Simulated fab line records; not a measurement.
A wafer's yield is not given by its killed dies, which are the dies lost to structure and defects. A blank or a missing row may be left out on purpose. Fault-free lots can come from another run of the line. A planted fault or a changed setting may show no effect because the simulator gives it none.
The tool behind it: which one? + flow nand-harc + 13 lots, 38 wafers sampled, at 5 steps of a route of 1159

## WHAT THE GAUGES READ, wafer by wafer
NHARC_HYBRID_BOND_INSPECT_06: inspects for defects (ir void). Usual: raw-defect-count at 34, with a standard deviation of 15.
| lot  | measured     | on                | raw-defect-count | flag |
|------|--------------|-------------------|------------------|------|
| L713 | day 19 01:44 | defect-inspect-02 | 16 17 17         |      |
| L711 | day 19 01:45 | defect-inspect-01 | 5 13 3           |      |
| L712 | day 19 01:46 | defect-inspect-02 | 48 36 50         |      |
| L715 | day 19 08:14 | defect-inspect-02 | 46 54 41         |      |
| L716 | day 19 14:52 | defect-inspect-02 | 12 11 16         |      |
| L718 | day 19 22:46 | defect-inspect-02 | 28 33 38         |      |
| L717 | day 19 22:47 | defect-inspect-01 | 15 23            |      |
| L726 | day 22 20:53 | defect-inspect-01 | 41 45 45         |      |
| L729 | day 22 20:55 | defect-inspect-02 | 23 17 22         |      |
| L730 | day 23 05:26 | defect-inspect-01 | 54 53 52         |      |
| L732 | day 23 18:29 | defect-inspect-01 | 38 33 49         |      |
| L733 | day 24 01:14 | defect-inspect-02 | 49 54 57         |      |
| L734 | day 24 05:37 | defect-inspect-01 | 43 47 37         |      |

NHARC_END_SORT_01. Usual: defect-limited-yield 95.1 %, standard deviation 1.8; killed-at-array 29, standard deviation 11; killed-at-other 0.5, standard deviation 0.8; killed-at-periphery 3.5, standard deviation 2.8; killed-dies 33, standard deviation 12; killed-open 3.1, standard deviation 1.8; killed-short 1.8, standard deviation 1.4; sort_bin_2_pct 1.5 %, standard deviation 0.65; sort_bin_3_pct 0.24 %, standard deviation 0.21; sort_bin_4_pct 3.1 %, standard deviation 1.2; sort-n-pass 644, standard deviation 12; sort-rim-yield-pct 97.5 %, standard deviation 1.9; sort-yield-pct 95.1 %, standard deviation 1.8.
| lot  | measured     | on        | defect-limited-yield (%) | killed-at-array | killed-at-other | killed-at-periphery | killed-dies | killed-open | killed-short | sort_bin_2_pct (%) | sort_bin_3_pct (%) | sort_bin_4_pct (%) | sort-n-pass | sort-rim-yield-pct (%) | sort-yield-pct (%) | flag |
|------|--------------|-----------|--------------------------|-----------------|-----------------|---------------------|-------------|-------------|--------------|--------------------|--------------------|--------------------|-------------|------------------------|--------------------|------|
| L713 | day 20 05:02 | prober-02 | 96.9 97.2 97.6           | 18 17 15        | 0 0 0           | 3 2 1               | 21 19 16    | 5 5 2       | 3 2 1        | 0.6 0.7 0.7        | 0.30 0 0.30        | 2.2 2.1 1.3        | 656 658 661 | 97.2 97.2 97.2         | 96.9 97.2 97.6     |      |
| L715 | day 20 20:37 | prober-02 | 94.1 93.4 93.1           | 38 42 41        | 1 0 0           | 1 3 6               | 40 45 47    | 2 1 6       | 2 4 1        | 1.3 1.8 1.9        | 0.30 0.59 0.15     | 4.3 4.3 4.9        | 637 632 630 | 97.2 100.0 98.1        | 94.1 93.4 93.1     |      |
| L718 | day 21 06:13 | prober-01 | 32.9 34.9 30.6           | 15 17 15        | 435 423 450     | 4 1 5               | 454 441 470 | 1 0 2       | 2 3 0        | 27.8 25.4 27.9     | 6.79 5.76 4.28     | 32.5 34.0 37.2     | 223 236 207 | 38.7 34.9 25.5         | 32.9 34.9 30.6     | OFF  |
| L717 | day 21 15:29 | prober-02 | 31.9 34.6                | 14 14           | 446 424         | 1 5                 | 461 443     | 4 2         | 2 1          | 26.7 27.9          | 5.32 4.73          | 36.0 32.8          | 216 234     | 31.1 33.0              | 31.9 34.6          | OFF  |
| L726 | day 23 22:25 | prober-02 | 95.1 95.0 93.9           | 32 33 39        | 0 0 0           | 1 1 2               | 33 34 41    | 2 2 3       | 0 0 1        | 1.9 1.8 2.1        | 0.15 0.59 0.30     | 2.8 2.7 3.7        | 644 643 636 | 99.1 96.2 98.1         | 95.1 95.0 93.9     |      |
| L733 | day 25 03:05 | prober-01 | 94.4 93.2 91.9           | 37 45 50        | 0 0 1           | 1 1 4               | 38 46 55    | 2 1 1       | 2 2 6        | 1.8 2.5 3.1        | 0.30 0.15 0.44     | 3.5 4.1 4.6        | 639 631 622 | 100.0 97.2 99.1        | 94.4 93.2 91.9     |      |

## WHICH TOOL RAN EACH LOT (tool, then ch and the chambers of the sampled wafers, then the start)
| lot  | NHARC_THIN_TSV_ETCH_44             | NHARC_THIN_TSV_DEGAS_49      | NHARC_THIN_TSV_ECD_20          |
|------|------------------------------------|------------------------------|--------------------------------|
| L713 | rie-diel-13 ch 0,1, day 19 04:46   | pvd-sputter-01, day 19 07:40 | ecd-cu-02 ch 0,1, day 19 08:06 |
| L711 | rie-diel-11 ch 1,2,3, day 19 08:21 | pvd-sputter-02, day 19 11:07 | ecd-cu-01 ch 0,1, day 19 11:41 |
| L712 | rie-diel-02 ch 1,2,3, day 19 07:14 | pvd-sputter-03, day 19 09:54 | ecd-cu-01 ch 0,1, day 19 10:36 |
| L715 | rie-diel-02 ch 0,2,3, day 19 11:13 | pvd-sputter-03, day 19 13:47 | ecd-cu-02 ch 1, day 19 14:20   |
| L716 | rie-diel-02 ch 1,2,3, day 19 17:55 | pvd-sputter-02, day 19 20:21 | ecd-cu-02 ch 0,1, day 19 21:08 |
| L718 | rie-diel-02 ch 0,2,3, day 20 01:44 | pvd-sputter-01, day 20 04:22 | ecd-cu-02 ch 0,1, day 20 04:49 |
| L717 | rie-diel-02 ch 2,3, day 20 03:00   | pvd-sputter-01, day 20 05:27 | ecd-cu-02 ch 0,1, day 20 06:16 |
| L726 | rie-diel-02 ch 0,2,3, day 23 01:08 | pvd-sputter-01, day 23 03:33 | ecd-cu-02 ch 0,1, day 23 04:08 |
| L729 | rie-diel-02 ch 1,2, day 23 02:17   | pvd-sputter-02, day 23 04:50 | ecd-cu-01 ch 0,1, day 23 05:34 |
| L730 | rie-diel-02 ch 0,2,3, day 23 08:28 | pvd-sputter-03, day 23 11:11 | ecd-cu-01 ch 0,1, day 23 11:51 |
| L732 | rie-diel-11 ch 1,3, day 24 09:33   | pvd-sputter-02, day 24 12:37 | ecd-cu-02 ch 0,1, day 24 13:04 |
| L733 | rie-diel-13 ch 0,3, day 24 10:36   | pvd-sputter-01, day 24 13:19 | ecd-cu-01 ch 0,1, day 24 13:56 |
| L734 | rie-diel-02 ch 1,2, day 24 14:22   | pvd-sputter-01, day 24 16:56 | ecd-cu-02 ch 0,1, day 24 17:22 |
- NHARC_THIN_TSV_ETCH_44: etches the open film in CF4/O2, target depth 1594.2 nm, time 797.1 s.
- NHARC_THIN_TSV_DEGAS_49: time 120 s.
- NHARC_THIN_TSV_ECD_20: material Cu, target thk 2000 nm.

## AS READ BY THE TOOLS THEMSELVES (means over the sampled wafers that have a number; for cases with no such wafer, the mark the record gives instead)
NHARC_THIN_TSV_ETCH_44. Usual: drypump-motor-current-A 5.8 A, standard deviation 0.5; oes-product-au 1.000 a.u., standard deviation 0.0088; rf-vpp-V 794 V, standard deviation 3.7; showerhead-plenum-p-Torr 1.83 Torr, standard deviation 0.057; throttle-valve-pct 16.915 %, standard deviation 0.0091.
| lot  | tool        | drypump-motor-current-A (A) | oes-product-au (a.u.) | rf-vpp-V (V) | showerhead-plenum-p-Torr (Torr) | throttle-valve-pct (%) | flag |
|------|-------------|-----------------------------|-----------------------|--------------|---------------------------------|------------------------|------|
| L713 | rie-diel-13 | 5.3                         | 0.999                 | 796          | 1.87                            | 16.919                 |      |
| L711 | rie-diel-11 | 6.2                         | 1.007                 | 795          | 1.85                            | 16.923                 |      |
| L712 | rie-diel-02 | 6.0                         | 1.002                 | 793          | 1.81                            | 16.917                 |      |
| L715 | rie-diel-02 | 6.0                         | 1.006                 | 793          | 1.80                            | 16.914                 |      |
| L716 | rie-diel-02 | 6.0                         | 1.009                 | 792          | 1.81                            | 16.914                 |      |
| L718 | rie-diel-02 | 6.0                         | 1.000                 | 793          | 1.80                            | 16.907                 |      |
| L717 | rie-diel-02 | 6.1                         | 1.007                 | 794          | 1.83                            | 16.907                 |      |
| L726 | rie-diel-02 | 6.0                         | 1.003                 | 793          | 1.80                            | 16.911                 |      |
| L729 | rie-diel-02 | 5.7                         | 1.008                 | 794          | 1.85                            | 16.901                 |      |
| L730 | rie-diel-02 | 6.0                         | 1.006                 | 792          | 1.80                            | 16.914                 |      |
| L732 | rie-diel-11 | 5.9                         | 0.998                 | 796          | 1.87                            | 16.911                 |      |
| L733 | rie-diel-13 | 5.0                         | 0.987                 | 798          | 1.89                            | 16.910                 |      |
| L734 | rie-diel-02 | 5.7                         | 1.009                 | 793          | 1.81                            | 16.913                 |      |

NHARC_THIN_TSV_DEGAS_49. Usual: heater-power-w 460 W, standard deviation 47; susceptor-temp-C 299.99 C, standard deviation 0.21.
| lot  | tool           | heater-power-w (W) | susceptor-temp-C (C) | flag |
|------|----------------|--------------------|----------------------|------|
| L713 | pvd-sputter-01 | 450                | 300.18               |      |
| L711 | pvd-sputter-02 | 492                | 300.17               |      |
| L712 | pvd-sputter-03 | 443                | 299.97               |      |
| L715 | pvd-sputter-03 | 446                | 300.02               |      |
| L716 | pvd-sputter-02 | 519                | 300.05               |      |
| L718 | pvd-sputter-01 | 448                | 300.04               |      |
| L717 | pvd-sputter-01 | 418                | 300.04               |      |
| L726 | pvd-sputter-01 | 462                | 300.06               |      |
| L729 | pvd-sputter-02 | 490                | 300.21               |      |
| L730 | pvd-sputter-03 | 443                | 300.03               |      |
| L732 | pvd-sputter-02 | 475                | 299.97               |      |
| L733 | pvd-sputter-01 | 452                | 300.02               |      |
| L734 | pvd-sputter-01 | 481                | 299.94               |      |

## THE ANSWER, worked out from the rows above alone
Rule: take the mean of a lot's wafers that have a number; if it is more than 3 standard deviations from the usual mean, the lot is off. Also off: a lot with no number at a reading for which 4 or more lots have one. Any other lot the step has rows for is counted as sound. Order of review: gauges by route order, followed by the tools' own readings, for which a lot's mean as printed above is used. The first step at which some lot is off is used, and at that step the reading that is off furthest; a lot without a number counts as furthest.
Off, at NHARC_END_SORT_01 on killed-at-other: L718, L717. Neither off nor sound, because the step has no rows for them: L711, L712, L716, L729, L730, L732, L734.
If a tool, at a process step before that reading, ran all the lots that are off and no sound lot after the first of them, it fits. Gauges at NHARC_END_SORT_01: tried the same way as those tools. No candidate that was tried fits.

## WHAT WAS PUT IN BY THE SIMULATOR
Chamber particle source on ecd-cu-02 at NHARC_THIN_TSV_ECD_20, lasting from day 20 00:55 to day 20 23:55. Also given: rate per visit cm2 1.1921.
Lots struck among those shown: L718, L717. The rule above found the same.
